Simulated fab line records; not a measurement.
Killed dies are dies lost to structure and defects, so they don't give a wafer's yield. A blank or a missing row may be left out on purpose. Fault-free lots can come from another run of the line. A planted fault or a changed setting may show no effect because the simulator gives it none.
Matching of chambers + flow nandHarc + NHARC_P_M2_DESCUM_14 on rieDiel-02 has 4 sister chambers
The step chemistry O2, time 3 s. 8 wafers are shown with their chamber, then 7 later ones without.

WAFERS PAIRED WITH THEIR CHAMBERS
| wafer  | chamber | drypumpMotorCurrentA (A) | oesProductAu (a.u.) |
|--------|---------|--------------------------|---------------------|
| L078.1 | 0       | 6.3                      | 1.005               |
| L078.3 | 2       | 5.8                      | 1.008               |
| L079.1 | 2       | 5.7                      | 1.005               |
| L084.2 | 1       | 6.0                      | 1.005               |
| L084.5 | 3       | 5.4                      | 0.994               |
| L084.6 | 0       | 6.3                      | 1.002               |
| L086.3 | 3       | 5.4                      | 0.993               |
| L086.4 | 1       | 6.0                      | 0.995               |

WAFERS WITHOUT THEIR CHAMBER
| wafer  | drypumpMotorCurrentA (A) | oesProductAu (a.u.) |
|--------|--------------------------|---------------------|
| L086.6 | 5.7                      | 1.002               |
| L096.1 | 5.4                      | 0.986               |
| L096.2 | 5.7                      | 0.993               |
| L096.3 | 6.3                      | 1.004               |
| L097.2 | 5.7                      | 0.977               |
| L097.4 | 5.4                      | 0.983               |
| L097.6 | 6.3                      | 0.988               |

WHICH CHAMBER EACH WENT THROUGH
| wafer  | from the rows above     | in truth |
|--------|-------------------------|----------|
| L086.6 | 2                       | 2        |
| L096.1 | 3                       | 3        |
| L096.2 | 2                       | 2        |
| L096.3 | 0                       | 0        |
| L097.2 | can't be placed: 2 or 3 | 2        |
| L097.4 | 3                       | 3        |
| L097.6 | 0                       | 0        |
Placed correctly: 6 of 7. Not placeable from these rows: 1 (in 1, the candidates include the true chamber). 0 placed wrongly.
How it was worked out, from the rows above alone: a wafer's distance from a chamber is the root of the sum, over the readings, of the square of ((its reading less the chamber's mean) divided by the reading's scatter). The wafer belongs to the nearest chamber; if the next one is less than 2 further off, it can't be placed. For every chamber, the mean is computed from those of its wafers that are shown. The scatter: the root of (the sum of the squares of (reading less its chamber's mean) over the shown wafers, divided by (wafers less chambers)).
